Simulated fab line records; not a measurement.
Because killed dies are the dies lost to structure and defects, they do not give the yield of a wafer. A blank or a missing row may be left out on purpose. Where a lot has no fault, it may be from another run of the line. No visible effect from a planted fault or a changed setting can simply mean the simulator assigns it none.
Which tool was responsible? || flow n5-finfet || Sampling: 12 lots, 36 wafers, 2 of 1938 route steps

## WHAT THE GAUGES SHOWED, per wafer
N5_GATE_CUT_CD_MEAS_13: target cd 20 nm.
{"lot": "L075", "measured": "day 4 23:13", "on": "cd-sem-02", "cd-nm (nm)": "19.77 19.81 19.80"}
{"lot": "L077", "measured": "day 5 15:14", "on": "cd-sem-03", "cd-nm (nm)": "19.72 19.87 20.07"}
{"lot": "L079", "measured": "day 6 01:43", "on": "cd-sem-01", "cd-nm (nm)": "19.77 20.19 20.18"}
{"lot": "L081", "measured": "day 6 07:51", "on": "cd-sem-01", "cd-nm (nm)": "20.20 20.07 20.19"}
{"lot": "L083", "measured": "day 6 18:40", "on": "cd-sem-02", "cd-nm (nm)": "20.10 19.82 19.94"}
{"lot": "L085", "measured": "day 7 08:54", "on": "cd-sem-03", "cd-nm (nm)": "19.34 19.99 19.14"}
{"lot": "L087", "measured": "day 7 18:14", "on": "cd-sem-03", "cd-nm (nm)": "19.71 19.77 19.76"}
{"lot": "L089", "measured": "day 8 08:33", "on": "cd-sem-01", "cd-nm (nm)": "19.78 19.83 20.21"}
{"lot": "L091", "measured": "day 8 21:44", "on": "cd-sem-01", "cd-nm (nm)": "20.03 20.05 19.80"}
{"lot": "L093", "measured": "day 9 09:35", "on": "cd-sem-01", "cd-nm (nm)": "19.84 19.81 19.60"}
{"lot": "L094", "measured": "day 9 19:53", "on": "cd-sem-02", "cd-nm (nm)": "19.89 20.12 20.17"}
{"lot": "L097", "measured": "day 10 06:43", "on": "cd-sem-03", "cd-nm (nm)": "19.53 20.10 19.73"}

## WHAT TOOL EACH LOT RAN ON (gives the tool, then ch and the chambers of the sampled wafers, and finally the start)
{"lot": "L075", "N5_HKMG_FIN_CMP_94": "cmp-02 ch 0,1,2, day 4 19:27"}
{"lot": "L077", "N5_HKMG_FIN_CMP_94": "cmp-04 ch 1,2,3, day 5 10:58"}
{"lot": "L079", "N5_HKMG_FIN_CMP_94": "cmp-01 ch 0,1,2, day 5 21:54"}
{"lot": "L081", "N5_HKMG_FIN_CMP_94": "cmp-04 ch 0,2, day 6 03:50"}
{"lot": "L083", "N5_HKMG_FIN_CMP_94": "cmp-02 ch 0,1,3, day 6 14:46"}
{"lot": "L085", "N5_HKMG_FIN_CMP_94": "cmp-01 ch 2,3, day 7 04:58"}
{"lot": "L087", "N5_HKMG_FIN_CMP_94": "cmp-01 ch 2,3, day 7 14:01"}
{"lot": "L089", "N5_HKMG_FIN_CMP_94": "cmp-04 ch 1,2,3, day 8 04:35"}
{"lot": "L091", "N5_HKMG_FIN_CMP_94": "cmp-02 ch 2,3, day 8 16:46"}
{"lot": "L093", "N5_HKMG_FIN_CMP_94": "cmp-01 ch 1,2,3, day 9 05:24"}
{"lot": "L094", "N5_HKMG_FIN_CMP_94": "cmp-04 ch 1,2,3, day 9 15:32"}
{"lot": "L097", "N5_HKMG_FIN_CMP_94": "cmp-02 ch 1,2, day 10 02:44"}
- N5_HKMG_FIN_CMP_94: polishes, stops on SiNx, t overpolish 4.7 s, target thk 43.299 nm.

## THE ANSWER, worked out from the rows above alone
Rule: what is usual is taken from the lots themselves. Put in order of their means at a reading, lots are off if they are a third of the lots or fewer, leave a main group of 4 or more, and stand apart from it by a gap of 3 or more times the standard deviation of the main group's means; of several such gaps the widest counts. Not used: any main group whose means are identical at the precision the tables above print for the reading. Also off: a lot with no number at a reading for which 4 or more lots have one. The other lots that the step has rows for count as sound.
Across all readings shown, no lot is off: no conclusion can be drawn from this.

## WHAT HAD BEEN PUT IN BY THE SIMULATOR
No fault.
